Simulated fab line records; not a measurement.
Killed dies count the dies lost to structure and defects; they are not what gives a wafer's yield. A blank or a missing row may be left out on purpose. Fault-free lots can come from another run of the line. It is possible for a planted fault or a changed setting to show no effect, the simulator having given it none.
Which tool is to blame? / flow nand_harc / 39 wafers from 13 lots sampled at 5 of the route's 1302 steps

WHAT THE GAUGES READ, wafer by wafer
NHARC_END_SORT_01.
lot=L702; measured=day 25 06:27; on=prober-01; killed_at_array=27 24 26; killed_at_other=1 1 2; killed_at_periphery=3 5 1; killed_dies=31 30 29; killed_open=3 2 1; killed_short=2 1 3
lot=L704; measured=day 25 08:48; on=prober-02; killed_at_array=51 65 67; killed_at_other=2 1 1; killed_at_periphery=7 6 4; killed_dies=60 72 72; killed_open=4 4 3; killed_short=3 2 1
lot=L705; measured=day 26 01:59; on=prober-01; killed_at_array=72 83 70; killed_at_other=1 1 4; killed_at_periphery=11 6 2; killed_dies=84 90 76; killed_open=2 2 3; killed_short=7 3 0
lot=L710; measured=day 28 17:14; on=prober-02; killed_at_array=63 53 50; killed_at_other=3 0 6; killed_at_periphery=3 2 1; killed_dies=69 55 57; killed_open=4 3 7; killed_short=6 2 2
lot=L706; measured=day 29 00:13; on=prober-02; killed_at_array=44 55 52; killed_at_other=0 0 4; killed_at_periphery=2 2 1; killed_dies=46 57 57; killed_open=3 1 2; killed_short=5 1 2
lot=L712; measured=day 29 14:12; on=prober-01; killed_at_array=54 69 44; killed_at_other=1 0 0; killed_at_periphery=4 7 3; killed_dies=59 76 47; killed_open=1 4 3; killed_short=3 3 1
lot=L708; measured=day 29 19:08; on=prober-02; killed_at_array=49 61 66; killed_at_other=0 0 0; killed_at_periphery=13 13 10; killed_dies=62 74 76; killed_open=2 3 5; killed_short=5 4 3
lot=L713; measured=day 30 18:10; on=prober-01; killed_at_array=49 49 62; killed_at_other=0 1 0; killed_at_periphery=6 4 4; killed_dies=55 54 66; killed_open=5 1 3; killed_short=2 3 6
lot=L715; measured=day 31 08:12; on=prober-02; killed_at_array=48 43 46; killed_at_other=0 1 0; killed_at_periphery=6 2 3; killed_dies=54 46 49; killed_open=4 3 3; killed_short=2 1 1
lot=L716; measured=day 31 09:53; on=prober-01; killed_at_array=676 675 677; killed_at_other=1 0 0; killed_at_periphery=0 2 0; killed_dies=677 677 677; killed_open=4 4 3; killed_short=1 1 2
lot=L717; measured=day 31 18:24; on=prober-02; killed_at_array=674 673 673; killed_at_other=0 0 0; killed_at_periphery=3 4 4; killed_dies=677 677 677; killed_open=2 2 4; killed_short=1 3 2
lot=L718; measured=day 31 16:09; on=prober-01; killed_at_array=668 672 671; killed_at_other=3 0 1; killed_at_periphery=6 5 5; killed_dies=677 677 677; killed_open=3 4 2; killed_short=6 2 2
lot=L725; measured=day 36 00:13; on=prober-02; killed_at_array=20 19 34; killed_at_other=1 2 3; killed_at_periphery=2 3 2; killed_dies=23 24 39; killed_open=1 2 5; killed_short=3 1 1

TOOL THAT RAN EACH LOT (tool first, then ch and the chambers of the sampled wafers, then the start)
lot=L702; NHARC_A_CONTACT_ETCH_116=har_cap_etch-02 ch 1, day 22 03:34; NHARC_A_CONTACT_ETCH_119=har_cap_etch-02 ch 1, day 22 04:05; NHARC_A_CONTACT_STRIP_55=rie_diel-04 ch 0,1, day 22 06:25; NHARC_A_CONTACT_DEP_57=acl_dep-03 ch 0, day 22 08:10
lot=L704; NHARC_A_CONTACT_ETCH_116=har_cap_etch-02 ch 0, day 22 09:42; NHARC_A_CONTACT_ETCH_119=har_cap_etch-02 ch 0, day 22 10:23; NHARC_A_CONTACT_STRIP_55=rie_diel-04 ch 1,3, day 22 13:02; NHARC_A_CONTACT_DEP_57=acl_dep-02 ch 0, day 22 15:49
lot=L705; NHARC_A_CONTACT_ETCH_116=har_cap_etch-03 ch 0,1, day 23 07:10; NHARC_A_CONTACT_ETCH_119=har_cap_etch-03 ch 0,1, day 23 07:40; NHARC_A_CONTACT_STRIP_55=rie_diel-01 ch 0,1,3, day 23 10:01; NHARC_A_CONTACT_DEP_57=acl_dep-03 ch 0, day 23 10:31
lot=L710; NHARC_A_CONTACT_ETCH_116=har_cap_etch-03 ch 0,1, day 25 12:03; NHARC_A_CONTACT_ETCH_119=har_cap_etch-03 ch 0,1, day 25 12:34; NHARC_A_CONTACT_STRIP_55=rie_diel-04 ch 1,2,3, day 25 14:51; NHARC_A_CONTACT_DEP_57=acl_dep-01 ch 0, day 25 17:13
lot=L706; NHARC_A_CONTACT_ETCH_116=har_cap_etch-01 ch 0, day 25 19:56; NHARC_A_CONTACT_ETCH_119=har_cap_etch-01 ch 0, day 25 20:27; NHARC_A_CONTACT_STRIP_55=rie_diel-01 ch 2,3, day 25 22:45; NHARC_A_CONTACT_DEP_57=acl_dep-02 ch 0, day 26 03:04
lot=L712; NHARC_A_CONTACT_ETCH_116=har_cap_etch-02 ch 0,1, day 26 04:02; NHARC_A_CONTACT_ETCH_119=har_cap_etch-02 ch 0,1, day 26 04:32; NHARC_A_CONTACT_STRIP_55=rie_diel-04 ch 0,1,2, day 26 06:46; NHARC_A_CONTACT_DEP_57=acl_dep-03 ch 0, day 26 16:59
lot=L708; NHARC_A_CONTACT_ETCH_116=har_cap_etch-02 ch 0,1, day 26 11:25; NHARC_A_CONTACT_ETCH_119=har_cap_etch-02 ch 0,1, day 26 11:56; NHARC_A_CONTACT_STRIP_55=rie_diel-04 ch 0,2, day 26 14:38; NHARC_A_CONTACT_DEP_57=acl_dep-03 ch 0, day 26 22:07
lot=L713; NHARC_A_CONTACT_ETCH_116=har_cap_etch-01 ch 0,1, day 27 07:58; NHARC_A_CONTACT_ETCH_119=har_cap_etch-01 ch 0,1, day 27 08:29; NHARC_A_CONTACT_STRIP_55=rie_diel-10 ch 0,1,3, day 27 10:44; NHARC_A_CONTACT_DEP_57=acl_dep-02 ch 0, day 27 17:39
lot=L715; NHARC_A_CONTACT_ETCH_116=har_cap_etch-02 ch 0,1, day 27 17:50; NHARC_A_CONTACT_ETCH_119=har_cap_etch-02 ch 0,1, day 27 18:22; NHARC_A_CONTACT_STRIP_55=rie_diel-01 ch 1,3, day 27 20:41; NHARC_A_CONTACT_DEP_57=acl_dep-02 ch 0, day 28 05:33
lot=L716; NHARC_A_CONTACT_ETCH_116=har_cap_etch-01 ch 0,1, day 27 18:03; NHARC_A_CONTACT_ETCH_119=har_cap_etch-01 ch 0,1, day 27 18:34; NHARC_A_CONTACT_STRIP_55=rie_diel-01 ch 1,2,3, day 27 20:56; NHARC_A_CONTACT_DEP_57=acl_dep-03 ch 0, day 28 06:41
lot=L717; NHARC_A_CONTACT_ETCH_116=har_cap_etch-03 ch 0,1, day 27 22:57; NHARC_A_CONTACT_ETCH_119=har_cap_etch-03 ch 0,1, day 27 23:28; NHARC_A_CONTACT_STRIP_55=rie_diel-01 ch 2,3, day 28 02:31; NHARC_A_CONTACT_DEP_57=acl_dep-02 ch 0, day 28 12:20
lot=L718; NHARC_A_CONTACT_ETCH_116=har_cap_etch-01 ch 0,1, day 28 03:44; NHARC_A_CONTACT_ETCH_119=har_cap_etch-01 ch 0,1, day 28 04:16; NHARC_A_CONTACT_STRIP_55=rie_diel-01 ch 0,2, day 28 06:29; NHARC_A_CONTACT_DEP_57=acl_dep-01 ch 0, day 28 13:59
lot=L725; NHARC_A_CONTACT_ETCH_116=har_cap_etch-03 ch 0,1, day 32 15:38; NHARC_A_CONTACT_ETCH_119=har_cap_etch-03 ch 0,1, day 32 16:08; NHARC_A_CONTACT_STRIP_55=rie_diel-10 ch 1,2,3, day 32 18:23; NHARC_A_CONTACT_DEP_57=acl_dep-01 ch 0, day 32 20:14
- NHARC_A_CONTACT_ETCH_116: etches the open film in C4F8/O2/Ar, time 190 s, target depth 1850 nm.
- NHARC_A_CONTACT_ETCH_119: etches the open film in C4F8/O2/Ar, time 190 s, target depth 1850 nm.
- NHARC_A_CONTACT_STRIP_55: strips in O2.
- NHARC_A_CONTACT_DEP_57: deposits aC, target thk 5300 nm.

AS READ BY THE TOOLS THEMSELVES (means over the sampled wafers that have a number; for cases with no such wafer, the mark the record gives instead)
NHARC_A_CONTACT_STRIP_55.
lot=L702; tool=rie_diel-04; chamber_pressure_mTorr (mTorr)=60.00; drypump_motor_current_A (A)=5.9; oes_product_au (a.u.)=0.984; rf_vpp_V (V)=57.5; showerhead_plenum_p_Torr (Torr)=3.64; throttle_valve_pct (%)=17.036
lot=L704; tool=rie_diel-04; chamber_pressure_mTorr (mTorr)=60.01; drypump_motor_current_A (A)=6.0; oes_product_au (a.u.)=0.993; rf_vpp_V (V)=58.2; showerhead_plenum_p_Torr (Torr)=3.59; throttle_valve_pct (%)=17.035
lot=L705; tool=rie_diel-01; chamber_pressure_mTorr (mTorr)=60.00; drypump_motor_current_A (A)=6.4; oes_product_au (a.u.)=1.007; rf_vpp_V (V)=58.6; showerhead_plenum_p_Torr (Torr)=3.47; throttle_valve_pct (%)=17.032
lot=L710; tool=rie_diel-04; chamber_pressure_mTorr (mTorr)=60.04; drypump_motor_current_A (A)=5.7; oes_product_au (a.u.)=1.001; rf_vpp_V (V)=57.3; showerhead_plenum_p_Torr (Torr)=3.52; throttle_valve_pct (%)=17.040
lot=L706; tool=rie_diel-01; chamber_pressure_mTorr (mTorr)=59.98; drypump_motor_current_A (A)=5.3; oes_product_au (a.u.)=0.995; rf_vpp_V (V)=57.7; showerhead_plenum_p_Torr (Torr)=3.44; throttle_valve_pct (%)=17.034
lot=L712; tool=rie_diel-04; chamber_pressure_mTorr (mTorr)=60.05; drypump_motor_current_A (A)=5.7; oes_product_au (a.u.)=1.004; rf_vpp_V (V)=57.1; showerhead_plenum_p_Torr (Torr)=3.56; throttle_valve_pct (%)=17.039
lot=L708; tool=rie_diel-04; chamber_pressure_mTorr (mTorr)=59.96; drypump_motor_current_A (A)=5.9; oes_product_au (a.u.)=1.008; rf_vpp_V (V)=58.6; showerhead_plenum_p_Torr (Torr)=3.60; throttle_valve_pct (%)=17.036
lot=L713; tool=rie_diel-10; chamber_pressure_mTorr (mTorr)=60.05; drypump_motor_current_A (A)=5.5; oes_product_au (a.u.)=1.005; rf_vpp_V (V)=57.4; showerhead_plenum_p_Torr (Torr)=3.46; throttle_valve_pct (%)=17.030
lot=L715; tool=rie_diel-01; chamber_pressure_mTorr (mTorr)=59.97; drypump_motor_current_A (A)=6.3; oes_product_au (a.u.)=0.996; rf_vpp_V (V)=56.5; showerhead_plenum_p_Torr (Torr)=3.36; throttle_valve_pct (%)=17.047
lot=L716; tool=rie_diel-01; chamber_pressure_mTorr (mTorr)=-; drypump_motor_current_A (A)=-; oes_product_au (a.u.)=-; rf_vpp_V (V)=-; showerhead_plenum_p_Torr (Torr)=-; throttle_valve_pct (%)=-
lot=L717; tool=rie_diel-01; chamber_pressure_mTorr (mTorr)=-; drypump_motor_current_A (A)=-; oes_product_au (a.u.)=-; rf_vpp_V (V)=-; showerhead_plenum_p_Torr (Torr)=-; throttle_valve_pct (%)=-
lot=L718; tool=rie_diel-01; chamber_pressure_mTorr (mTorr)=-; drypump_motor_current_A (A)=-; oes_product_au (a.u.)=-; rf_vpp_V (V)=-; showerhead_plenum_p_Torr (Torr)=-; throttle_valve_pct (%)=-
lot=L725; tool=rie_diel-10; chamber_pressure_mTorr (mTorr)=59.98; drypump_motor_current_A (A)=5.5; oes_product_au (a.u.)=1.005; rf_vpp_V (V)=57.7; showerhead_plenum_p_Torr (Torr)=3.41; throttle_valve_pct (%)=17.033

NHARC_A_CONTACT_DEP_57.
lot=L702; tool=acl_dep-03; susceptor_temp_C (C)=400.29; throttle_valve_pct (%)=34.993
lot=L704; tool=acl_dep-02; susceptor_temp_C (C)=399.85; throttle_valve_pct (%)=34.996
lot=L705; tool=acl_dep-03; susceptor_temp_C (C)=399.94; throttle_valve_pct (%)=34.997
lot=L710; tool=acl_dep-01; susceptor_temp_C (C)=399.99; throttle_valve_pct (%)=34.998
lot=L706; tool=acl_dep-02; susceptor_temp_C (C)=-; throttle_valve_pct (%)=34.987
lot=L712; tool=acl_dep-03; susceptor_temp_C (C)=-; throttle_valve_pct (%)=34.993
lot=L708; tool=acl_dep-03; susceptor_temp_C (C)=399.82; throttle_valve_pct (%)=35.003
lot=L713; tool=acl_dep-02; susceptor_temp_C (C)=400.00; throttle_valve_pct (%)=35.002
lot=L715; tool=acl_dep-02; susceptor_temp_C (C)=400.11; throttle_valve_pct (%)=35.006
lot=L716; tool=acl_dep-03; susceptor_temp_C (C)=-; throttle_valve_pct (%)=35.006
lot=L717; tool=acl_dep-02; susceptor_temp_C (C)=400.17; throttle_valve_pct (%)=35.000
lot=L718; tool=acl_dep-01; susceptor_temp_C (C)=-; throttle_valve_pct (%)=35.004
lot=L725; tool=acl_dep-01; susceptor_temp_C (C)=399.80; throttle_valve_pct (%)=35.007

THE ANSWER, worked out from the rows above alone
Rule: usual is defined by the lots themselves. Put in order of their means at a reading, lots are off if they are a third of the lots or fewer, leave a main group of 4 or more, and stand apart from it by a gap of 3 or more times the standard deviation of the main group's means; of several such gaps the widest counts. Not used: any main group whose means are identical at the precision the tables above print for the reading. Also off: a lot with no number at a reading for which 4 or more lots have one. Where the step has rows for the other lots, those lots are counted as sound. Order of review: gauges by route order, followed by the tools' own readings, for which a lot's mean as printed above is used. At the first step where some lot is off, the reading lying furthest off is the one used; lots without a number count as furthest.
Off, at NHARC_END_SORT_01 on killed_at_array: L716, L717, L718. For the main group the mean is 50 and the standard deviation 15.
A tool fits if, at a process step before that reading, it ran every lot that is off, and no sound lot after the first of them. The gauges at NHARC_END_SORT_01 aren't tried: what is off there is off at NHARC_A_CONTACT_STRIP_55 too, on other tools, and a gauge's error can't cause that. One fits: rie_diel-01 at NHARC_A_CONTACT_STRIP_55. Its last sound lot is L715 (day 27 20:41), its first lot that is off L716 (day 27 20:56): a fault that began between those two fits.
Blank at NHARC_A_CONTACT_STRIP_55 on the lots that are off, where sound lots have numbers: chamber_pressure_mTorr, drypump_motor_current_A, oes_product_au, rf_vpp_V, showerhead_plenum_p_Torr, throttle_valve_pct.

WHAT THE SIMULATOR HAD INSERTED
Whole step skipped at NHARC_A_CONTACT_STRIP_55 on rie_diel-01, starting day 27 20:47. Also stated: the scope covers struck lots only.
Lots struck among those shown: L716, L718, L717. The rule given above showed the same thing.
